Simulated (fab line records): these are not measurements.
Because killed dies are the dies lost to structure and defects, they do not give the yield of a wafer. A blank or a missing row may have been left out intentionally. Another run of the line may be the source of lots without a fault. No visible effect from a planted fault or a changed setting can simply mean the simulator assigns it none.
Comparing a struck lot with a sound one + flow nand harc + 12 steps out of a route of 1159
Sound: these wafers, L953.1, L953.5, L953.6. Wafers L961.1, L961.3, L961.4 were the ones struck. The cause is named last.
Order at every step that has rows: each side's tool, ch and its chambers, its first start. Under that, the readings that differ: sound wafers + struck wafers + difference of the means + sigmas: that difference in standard deviations of wafers without a fault.
alike: words and numbers the same on both sides, and readings whose means are apart by under 2 such deviations; not compared: readings that were withheld, readings missing a value for some wafer, numbers with overlapping values and no deviation given by the record, and bounds like >300 which may hide the same value.
Wherever a step has rows on one side only, a row that says differs or no value, or a row with sigmas, the two part there. Non-overlapping numbers with no deviation appear without sigmas and do not part them. A reading that every wafer of one side lacks parts them only if that side has two wafers or more.

NHARC_A_SOURCE_PLATE_THK_MEAS_09: measures by ellipsometry.
  sound on film metro-02, day 7 06:11; struck on film metro-02, day 9 06:57
  alike: thk nm
then, 3 steps without rows for these wafers: NHARC_A_SOURCE_PLATE_PVD_04 (deposits WSi2, target thk 50 nm); NHARC_A_SOURCE_PLATE_CVD_03 (deposits poly-Si, target thk 200 nm, time 4000 s); NHARC_A_SOURCE_PLATE_ANNEAL_05 (time 1800 s).
NHARC_A_SOURCE_PLATE_THK_MEAS_06: measures by ellipsometry.
  sound on film metro-01, day 7 19:13; struck on film metro-01, day 9 20:37
  alike: thk nm
NHARC_A_SOURCE_PLATE_INSPECT_08:
  sound on defect inspect-02, day 7 19:17; struck on defect inspect-01, day 9 20:40
  alike: raw defect count
then NHARC_A_ONON_D1_DEP_00 (target thk 1000 nm), 1 step lacking rows for these wafers.
NHARC_A_ONON_D1_THK_MEAS_02: measures by ellipsometry.
  sound on film metro-02, day 7 20:11; struck on film metro-01, day 9 21:16
  alike: thk nm
then NHARC_A_ONON_D1_DEP_03 (target thk 1000 nm), 1 step lacking rows for these wafers.
NHARC_A_ONON_D1_THK_MEAS_05: measures by ellipsometry.
  sound on film metro-01, day 7 20:46; struck on film metro-01, day 9 21:51
  alike: thk nm
NHARC_A_ONON_D1_DEP_06: target thk 1000 nm.
  sound on pecvd onon-02 ch 0, day 7 20:49; struck on pecvd onon-02 ch 0, day 9 21:55
| reading              | sound                | struck               | difference | sigmas      |
|----------------------|----------------------|----------------------|------------|-------------|
| susceptor temp C (C) | 399.77 399.24 399.31 | 422.84 422.77 422.88 | +23.39     | +99 or more |
NHARC_A_ONON_D1_THK_MEAS_08: measures by ellipsometry.
  sound on film metro-02, day 7 21:20; struck on film metro-01, day 9 22:25
  alike: thk nm

== WHERE THEY PART ==
Within this record, at NHARC_A_ONON_D1_DEP_06 only. Later steps at which nothing parts them and some readings are alike: NHARC_A_ONON_D1_THK_MEAS_08.

WHY: what had been put in by the simulator
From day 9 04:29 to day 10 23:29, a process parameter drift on pecvd onon-02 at NHARC_A_ONON_D1_DEP_06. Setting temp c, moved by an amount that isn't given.
